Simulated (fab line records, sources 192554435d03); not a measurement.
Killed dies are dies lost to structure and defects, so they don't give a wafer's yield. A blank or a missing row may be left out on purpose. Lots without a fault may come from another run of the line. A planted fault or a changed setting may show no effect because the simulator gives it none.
Chamber matching | flow n5_finfet | N5_SD_EPI_N_ETCH_35 on rie_diel-03: 4 sister chambers
The step etches SOC in N2/H2, overetch 108 nm, time 486 s. 22 wafers are shown with their chamber, then 11 later ones without.

WAFERS WITH THEIR CHAMBER
wafer  | chamber | drypump_motor_current_A (A) | throttle_valve_pct (%) | showerhead_plenum_p_Torr (Torr)
L077.1 | 0       | 5.3                         | 23.7                   | 2.59
L077.2 | 2       | 6.3                         | 23.4                   | 2.52
L077.4 | 1       | 5.8                         | 23.5                   | 2.56
L078.1 | 1       | 5.8                         | 23.5                   | 2.56
L078.2 | 2       | 6.3                         | 23.4                   | 2.52
L078.3 | 0       | 5.3                         | 23.7                   | 2.59
L078.4 | 3       | 5.2                         | 24.0                   | 2.56
L078.5 | 2       | 6.3                         | 23.4                   | 2.52
L078.6 | 3       | 5.1                         | 24.0                   | 2.56
L079.1 | 0       | 5.3                         | 23.7                   | 2.59
L079.4 | 2       | 6.3                         | 23.4                   | 2.52
L079.6 | 0       | 5.3                         | 23.7                   | 2.59
L083.2 | 2       | 6.3                         | 23.4                   | 2.51
L083.5 | 0       | 5.3                         | 23.7                   | 2.58
L083.6 | 3       | 5.2                         | 24.0                   | 2.56
L090.1 | 3       | 5.1                         | 24.0                   | 2.55
L090.5 | 0       | 5.3                         | 23.8                   | 2.58
L090.6 | 1       | 5.8                         | 23.5                   | 2.54
L091.1 | 0       | 5.3                         | 23.8                   | 2.58
L091.2 | 3       | 5.1                         | 24.0                   | 2.55
L091.3 | 1       | 5.8                         | 23.5                   | 2.54
L091.4 | 2       | 6.3                         | 23.4                   | 2.50

SIGNATURES (means of the wafers above)
reading                  | chamber 0 | chamber 1 | chamber 2 | chamber 3 | scatter within a chamber
drypump_motor_current_A  | 5.300     | 5.800     | 6.300     | 5.140     | 0.0258
throttle_valve_pct       | 23.729    | 23.500    | 23.400    | 24.000    | 0.0282
showerhead_plenum_p_Torr | 2.5857    | 2.5500    | 2.5150    | 2.5560    | 0.00761
Rule: a wafer's distance from a chamber is the root of the sum, over the readings, of the square of ((its reading less the chamber's mean) divided by the reading's scatter). The wafer belongs to the nearest chamber; if the next one is less than 2 further off, it can't be placed. The scatter: the root of (the sum of the squares of (reading less its chamber's mean) over the shown wafers, divided by (wafers less chambers)).

WAFERS WITHOUT THEIR CHAMBER
wafer  | drypump_motor_current_A (A) | throttle_valve_pct (%) | showerhead_plenum_p_Torr (Torr)
L091.5 | 5.8                         | 23.5                   | 2.54
L091.6 | 5.3                         | 23.8                   | 2.58
L093.2 | 5.1                         | 24.0                   | 2.55
L093.4 | 6.3                         | 23.4                   | 2.50
L093.6 | 6.2                         | 23.4                   | 2.50
L095.1 | 5.8                         | 23.5                   | 2.54
L095.3 | 6.3                         | 23.5                   | 2.50
L095.6 | 5.8                         | 23.6                   | 2.54
L097.1 | 5.3                         | 23.8                   | 2.57
L097.3 | 5.8                         | 23.5                   | 2.54
L097.6 | 5.2                         | 24.0                   | 2.55

WHICH CHAMBER EACH WENT THROUGH
wafer  | from the rows above | in truth
L091.5 | 1                   | 1
L091.6 | 0                   | 0
L093.2 | 3                   | 3
L093.4 | 2                   | 2
L093.6 | 2                   | 2
L095.1 | 1                   | 1
L095.3 | 2                   | 2
L095.6 | 1                   | 1
L097.1 | 0                   | 0
L097.3 | 1                   | 1
L097.6 | 3                   | 3
Placed correctly: 11 of 11. Can't be placed from these rows: 0. Placed wrongly: 0.
